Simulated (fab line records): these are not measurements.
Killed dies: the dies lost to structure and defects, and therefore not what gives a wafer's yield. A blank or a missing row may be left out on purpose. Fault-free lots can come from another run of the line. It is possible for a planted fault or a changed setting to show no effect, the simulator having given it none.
Which tool is to blame? ; flow n5_finfet ; 69 wafers from 23 lots sampled at 3 of the route's 1938 steps

== WHAT THE GAUGES READ, wafer by wafer ==
N5_STI_FIN_REVEAL_THK_MEAS_05.
lot;measured;on;thk_nm (nm)
L075;day 2 15:41;film_metro-02;133.3 132.6 132.5
L076;day 2 23:47;film_metro-01;132.1 132.0 132.0
L077;day 3 05:42;film_metro-01;131.3 131.3 132.0
L078;day 3 08:46;film_metro-02;130.0 131.9 130.5
L079;day 3 15:24;film_metro-01;130.5 132.3 132.7
L080;day 3 21:37;film_metro-02;132.6 131.8 133.1
L081;day 4 02:59;film_metro-01;131.2 131.9 133.3
L082;day 4 11:42;film_metro-01;130.0 131.1 132.0
L083;day 4 17:20;film_metro-01;132.4 132.2 131.8
L084;day 4 22:13;film_metro-02;131.9 132.4 132.8
L085;day 5 09:42;film_metro-01;132.2 133.3 133.2
L086;day 5 09:58;film_metro-02;132.1 132.9 131.4
L087;day 5 18:23;film_metro-02;132.4 133.2 131.9
L088;day 5 22:27;film_metro-01;133.9 130.9 132.6
L089;day 6 03:24;film_metro-01;131.1 130.3 131.8
L090;day 6 11:12;film_metro-01;133.0 133.6 131.2
L091;day 6 17:12;film_metro-01;130.7 132.0 131.0
L092;day 6 23:14;film_metro-02;130.7 132.1 130.9
L093;day 7 04:42;film_metro-01;130.9 131.5 131.8
L094;day 7 09:16;film_metro-01;132.2 132.5 130.9
L095;day 7 14:49;film_metro-02;130.8 130.6 132.0
L096;day 7 20:23;film_metro-02;132.3 134.3 133.7
L097;day 8 03:35;film_metro-01;130.2 132.4 133.5

== WHICH TOOL RAN EACH LOT (tool, then ch and the chambers of the sampled wafers, then the start) ==
lot;N5_FIN_CUT_ETCH_30;N5_STI_FIN_REVEAL_ALD_14
L075;rie_diel-03 ch 1,2, day 2 09:20;ald_sin-01 ch 1,3, day 2 10:20
L076;rie_diel-06 ch 0,1,2, day 2 15:06;ald_sin-02 ch 0,3, day 2 17:50
L077;rie_diel-05 ch 0,1, day 2 21:07;ald_sin-03 ch 0,2,3, day 2 23:14
L078;rie_diel-05 ch 1,2, day 3 02:25;ald_sin-03 ch 2,3, day 3 03:26
L079;rie_diel-03 ch 0,1,3, day 3 09:05;ald_sin-03 ch 0,1,3, day 3 10:03
L080;rie_diel-06 ch 0,2,3, day 3 14:43;ald_sin-01 ch 0,1, day 3 16:17
L081;rie_diel-03 ch 1,2, day 3 20:28;ald_sin-01 ch 0,1,3, day 3 21:38
L082;rie_diel-05 ch 0,3, day 4 05:25;ald_sin-02 ch 1,3, day 4 06:22
L083;rie_diel-03 ch 1,2,3, day 4 10:33;ald_sin-01 ch 0,1, day 4 12:00
L084;rie_diel-03 ch 0,1,3, day 4 15:46;ald_sin-01 ch 0,1,2, day 4 16:53
L085;rie_diel-06 ch 1,2,3, day 5 01:25;ald_sin-02 ch 0,1, day 5 04:22
L086;rie_diel-06 ch 0,1,2, day 5 03:10;ald_sin-02 ch 0,1,3, day 5 04:38
L087;rie_diel-03 ch 0,1,3, day 5 11:52;ald_sin-02 ch 1,2, day 5 13:03
L088;rie_diel-06 ch 0,2, day 5 16:10;ald_sin-03 ch 1,2,3, day 5 17:07
L089;rie_diel-05 ch 2,3, day 5 21:02;ald_sin-01 ch 1,2, day 5 22:04
L090;rie_diel-03 ch 0,1,2, day 6 04:45;ald_sin-02 ch 0,3, day 6 05:52
L091;rie_diel-06 ch 0,2,3, day 6 10:53;ald_sin-03 ch 0,1,2, day 6 11:51
L092;rie_diel-03 ch 0,3, day 6 16:55;ald_sin-02 ch 0,2,3, day 6 17:53
L093;rie_diel-06 ch 1,2,3, day 6 22:20;ald_sin-02 ch 1,2,3, day 6 23:22
L094;rie_diel-06 ch 0,1, day 7 02:58;ald_sin-03 ch 1,2,3, day 7 03:55
L095;rie_diel-05 ch 0,1, day 7 08:31;ald_sin-02 ch 0,2,3, day 7 09:28
L096;rie_diel-05 ch 0,1,2, day 7 14:05;ald_sin-03 ch 0,1,3, day 7 15:03
L097;rie_diel-06 ch 2,3, day 7 20:29;ald_sin-02 ch 0,2, day 7 22:14
- N5_FIN_CUT_ETCH_30: etches underlayer in N2/H2, target depth 13 nm, time 10.4 s.
- N5_STI_FIN_REVEAL_ALD_14: deposits Si3N4, target thk 3 nm.

== AS READ BY THE TOOLS THEMSELVES (means over the sampled wafers that have a number; for cases with no such wafer, the mark the record gives instead) ==
N5_FIN_CUT_ETCH_30.
lot;tool;drypump_motor_current_A (A);etch_rf_on_time_s (s);oes_product_au (a.u.);rf_fwd_power_W (W);rf_vpp_V (V);showerhead_plenum_p_Torr (Torr);throttle_valve_pct (%)
L075;rie_diel-03;5.76;10.27;0.61;818.4;520.7;2.42;18.01
L076;rie_diel-06;5.77;10.64;0.64;818.0;524.9;2.59;17.90
L077;rie_diel-05;5.82;9.94;0.69;818.9;522.5;2.48;17.75
L078;rie_diel-05;5.65;9.95;0.76;820.5;524.9;2.57;17.57
L079;rie_diel-03;5.62;10.13;0.65;821.5;523.0;2.51;18.03
L080;rie_diel-06;5.71;10.43;0.70;821.9;524.0;2.56;17.92
L081;rie_diel-03;5.99;9.93;0.64;820.4;521.2;2.43;18.03
L082;rie_diel-05;6.03;10.47;0.61;817.8;520.9;2.42;18.21
L083;rie_diel-03;5.66;10.08;0.64;820.1;521.3;2.46;18.03
L084;rie_diel-03;5.61;10.34;0.64;818.7;522.4;2.51;18.03
L085;rie_diel-06;5.76;10.51;0.70;820.9;525.2;2.60;17.93
L086;rie_diel-06;5.78;10.50;0.64;819.2;525.1;2.58;17.94
L087;rie_diel-03;5.63;10.18;0.64;821.2;522.2;2.51;18.04
L088;rie_diel-06;5.63;10.58;0.62;821.6;522.8;2.54;17.92
L089;rie_diel-05;5.89;10.35;0.64;820.3;521.8;2.46;18.15
L090;rie_diel-03;5.72;10.22;0.62;821.3;521.9;2.46;18.07
L091;rie_diel-06;5.72;10.38;0.68;818.5;524.6;2.56;17.96
L092;rie_diel-03;5.35;10.41;0.63;816.3;523.3;2.53;18.09
L093;rie_diel-06;5.73;10.33;0.68;816.3;524.5;2.60;17.96
L094;rie_diel-06;5.88;10.44;0.64;818.0;524.8;2.57;18.00
L095;rie_diel-05;5.81;9.89;0.66;820.5;522.4;2.47;17.79
L096;rie_diel-05;5.72;9.96;0.70;817.9;523.1;2.52;17.72
L097;rie_diel-06;5.70;10.35;0.71;819.8;524.9;2.58;17.97

N5_STI_FIN_REVEAL_ALD_14.
lot;tool;heater_power_w (W)
L075;ald_sin-01;711
L076;ald_sin-02;820
L077;ald_sin-03;786
L078;ald_sin-03;825
L079;ald_sin-03;796
L080;ald_sin-01;708
L081;ald_sin-01;717
L082;ald_sin-02;730
L083;ald_sin-01;708
L084;ald_sin-01;794
L085;ald_sin-02;879
L086;ald_sin-02;798
L087;ald_sin-02;720
L088;ald_sin-03;834
L089;ald_sin-01;905
L090;ald_sin-02;890
L091;ald_sin-03;809
L092;ald_sin-02;807
L093;ald_sin-02;733
L094;ald_sin-03;823
L095;ald_sin-02;814
L096;ald_sin-03;796
L097;ald_sin-02;904

== THE ANSWER, worked out from the rows above alone ==
Rule: usual is defined by the lots themselves. Put in order of their means at a reading, lots are off if they are a third of the lots or fewer, leave a main group of 4 or more, and stand apart from it by a gap of 3 or more times the standard deviation of the main group's means; of several such gaps the widest counts. Not used: any main group whose means are identical at the precision the tables above print for the reading. A lot without any number at a reading at which 4 lots or more have one is off too. The other lots that the step has rows for count as sound. The gauges are gone through in route order, then the tools' own readings, and for those a lot's mean is taken as printed above. The first step at which some lot is off is used, and at that step the reading that is off furthest; a lot without a number counts as furthest.
None of the lots is off at any reading shown; this tells nothing.

== WHAT HAD BEEN PUT IN BY THE SIMULATOR ==
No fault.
